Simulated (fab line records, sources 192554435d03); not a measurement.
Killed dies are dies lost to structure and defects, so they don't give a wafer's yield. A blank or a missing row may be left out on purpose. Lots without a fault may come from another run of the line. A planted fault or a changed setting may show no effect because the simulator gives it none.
One fault seen from 2 desks | flow n5_finfet | each desk has only its own numbers; what lay behind them comes last

THE METROLOGY DESK
What the gauges read, lot by lot, whatever tool the lot ran on: means of the sampled wafers that have a number. A lot is out of limits, marked OUT, if its mean lies more than 4 standard deviations from the usual mean; the brackets give that distance. Of its 11 readings 7 are shown: those that lie furthest out on some lot.
Columns: A = trench_depth_nm at N5_STI_FIN_REVEAL_FIN_H_MEAS_10, usual 51.6 nm; B = DIBL_N at N5_BEOL_M4_RC_MEAS_101, usual 37.1 mV/V; C = DIBL_P at N5_BEOL_M4_RC_MEAS_101, usual 37 mV/V; D = IOFF_N at N5_BEOL_M4_RC_MEAS_101, usual 0.18 nA/um; E = IOFF_P at N5_BEOL_M4_RC_MEAS_101, usual 0.21 nA/um; F = SS_N at N5_BEOL_M4_RC_MEAS_101, usual 72.1 mV/dec; G = SS_P at N5_BEOL_M4_RC_MEAS_101, usual 73.4 mV/dec
lot  | first seen here | A    | B    | C  | D    | E    | F    | G
L243 | day 3 06:52     | 51.3 | 37.4 | 38 | 0.20 | 0.24 | 72.2 | 73.4
L244 | day 3 13:07     | 51.6 | 35.0 | 34 | 0.13 | 0.16 | 71.3 | 72.7
L246 | day 4 01:34     | 52.2 | 36.2 | 37 | 0.16 | 0.19 | 72.0 | 73.5
L248 | day 4 13:41     | 51.5 | 36.2 | 34 | 0.16 | 0.19 | 71.3 | 72.7
L253 | day 5 19:36     | 50.2 | 38.1 | 37 | 0.24 | 0.24 | 74.4 | 74.3
L254 | day 6 01:05     | 52.0 | 38.0 | 39 | 0.19 | 0.24 | 71.8 | 73.6
L258 | day 7 01:52     | 52.2 | 38.6 | 40 | 0.22 | 0.27 | 72.4 | 73.5
L259 | day 7 09:02     | 51.2 | 42.8 | 45 | 0.30 | 0.32 | 73.6 | 75.2
L261 | day 7 19:05     | 51.8 | 35.3 | 36 | 0.17 | 0.18 | 71.8 | 73.2
This desk's finding: nothing out of limits on any of the 9 lots.

THE TOOL OWNER'S DESK: rie_diel-02
The tool's own readings at N5_STI_FIN_REVEAL_ETCHBACK_08 (etches SiO2 in C4F6/O2, target depth 30.5 nm, time 10.167 s): means of the sampled wafers that have a number, for each lot that ran on this tool. A lot is out of limits, marked OUT, if its mean lies more than 4 standard deviations from the usual mean; the brackets give that distance. Of its 8 readings 7 are shown: those that lie furthest out on some lot.
Columns: A = bias_w at N5_STI_FIN_REVEAL_ETCHBACK_08, usual 185.0 W; B = drypump_motor_current_A at N5_STI_FIN_REVEAL_ETCHBACK_08, usual 5.6 A; C = oes_f_703_au at N5_STI_FIN_REVEAL_ETCHBACK_08, usual 0.78 a.u.; D = oes_o_777_au at N5_STI_FIN_REVEAL_ETCHBACK_08, usual 0.78 a.u.; E = rf_vpp_V at N5_STI_FIN_REVEAL_ETCHBACK_08, usual 660 V; F = showerhead_plenum_p_Torr at N5_STI_FIN_REVEAL_ETCHBACK_08, usual 2.86 Torr; G = throttle_valve_pct at N5_STI_FIN_REVEAL_ETCHBACK_08, usual 21.07 %
lot  | first seen here | A     | B   | C    | D    | E   | F    | G
L246 | day 3 22:36     | 184.5 | 5.9 | 0.78 | 0.77 | 651 | 2.88 | 21.04
L248 | day 4 10:38     | 185.0 | 5.2 | 0.82 | 0.81 | 668 | 2.91 | 20.95
L253 | day 5 16:38     | 185.1 | 6.0 | 0.79 | 0.77 | 650 | 2.84 | 21.09
This desk's finding: nothing out of limits on any of the 3 lots.

PUT TOGETHER
The metrology desk saw nothing out of limits.
The tool owner's desk saw nothing out of limits.

WHAT THE SIMULATOR HAD PUT IN
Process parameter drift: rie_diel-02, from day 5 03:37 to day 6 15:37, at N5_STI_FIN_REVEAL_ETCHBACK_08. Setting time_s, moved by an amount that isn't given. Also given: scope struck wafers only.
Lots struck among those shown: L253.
